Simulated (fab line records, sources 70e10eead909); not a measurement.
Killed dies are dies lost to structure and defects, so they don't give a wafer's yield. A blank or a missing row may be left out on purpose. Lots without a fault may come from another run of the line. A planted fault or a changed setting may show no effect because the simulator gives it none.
Chamber matching | flow nand_harc | NHARC_P_M2_STRIP_18 on rie_diel-09: 4 sister chambers
The step strips in N2/H2. 16 wafers are shown with their chamber, then 8 later ones without.

WAFERS WITH THEIR CHAMBER
wafer  | chamber | showerhead_plenum_p_Torr (Torr) | drypump_motor_current_A (A) | oes_product_au (a.u.)
L076.3 | 3       | 1.90                            | 6.6                         | 0.991
L076.4 | 2       | 2.16                            | 4.9                         | 0.988
L076.6 | 1       | 2.04                            | 5.7                         | 1.010
L075.1 | 3       | 1.90                            | 6.6                         | 1.008
L075.3 | 2       | 2.16                            | 4.9                         | 0.983
L075.4 | 0       | 2.12                            | 6.4                         | 0.995
L079.2 | 0       | 2.11                            | 6.4                         | 1.004
L079.4 | 0       | 2.11                            | 6.4                         | 1.000
L079.6 | 3       | 1.90                            | 6.6                         | 1.000
L083.2 | 0       | 2.11                            | 6.4                         | 0.994
L083.3 | 1       | 2.04                            | 5.7                         | 1.020
L083.6 | 2       | 2.16                            | 4.9                         | 0.989
L084.2 | 3       | 1.90                            | 6.6                         | 1.002
L084.4 | 0       | 2.11                            | 6.4                         | 0.997
L084.5 | 1       | 2.04                            | 5.8                         | 1.010
L089.2 | 1       | 2.04                            | 5.7                         | 1.018

SIGNATURES (means of the wafers above)
reading                  | chamber 0 | chamber 1 | chamber 2 | chamber 3 | scatter within a chamber
showerhead_plenum_p_Torr | 2.1120    | 2.0400    | 2.1600    | 1.9000    | 0.00258
drypump_motor_current_A  | 6.400     | 5.725     | 4.900     | 6.600     | 0.025
oes_product_au           | 0.99800   | 1.01450   | 0.98667   | 1.00025   | 0.00515
Rule: a wafer's distance from a chamber is the root of the sum, over the readings, of the square of ((its reading less the chamber's mean) divided by the reading's scatter). The wafer belongs to the nearest chamber; if the next one is less than 2 further off, it can't be placed. The scatter: the root of (the sum of the squares of (reading less its chamber's mean) over the shown wafers, divided by (wafers less chambers)).

WAFERS WITHOUT THEIR CHAMBER
wafer  | showerhead_plenum_p_Torr (Torr) | drypump_motor_current_A (A) | oes_product_au (a.u.)
L089.3 | 2.16                            | 4.9                         | 0.979
L089.5 | 1.90                            | 6.6                         | 0.992
L090.2 | 1.90                            | 6.6                         | 0.997
L090.4 | 2.04                            | 5.7                         | 1.014
L090.5 | 1.90                            | 6.5                         | 0.990
L097.1 | 2.16                            | 4.9                         | 0.981
L097.3 | 1.90                            | 6.6                         | 1.006
L097.4 | 2.04                            | 5.7                         | 1.005

WHICH CHAMBER EACH WENT THROUGH
wafer  | from the rows above | in truth
L089.3 | 2                   | 2
L089.5 | 3                   | 3
L090.2 | 3                   | 3
L090.4 | 1                   | 1
L090.5 | 3                   | 3
L097.1 | 2                   | 2
L097.3 | 3                   | 3
L097.4 | 1                   | 1
Placed correctly: 8 of 8. Can't be placed from these rows: 0. Placed wrongly: 0.
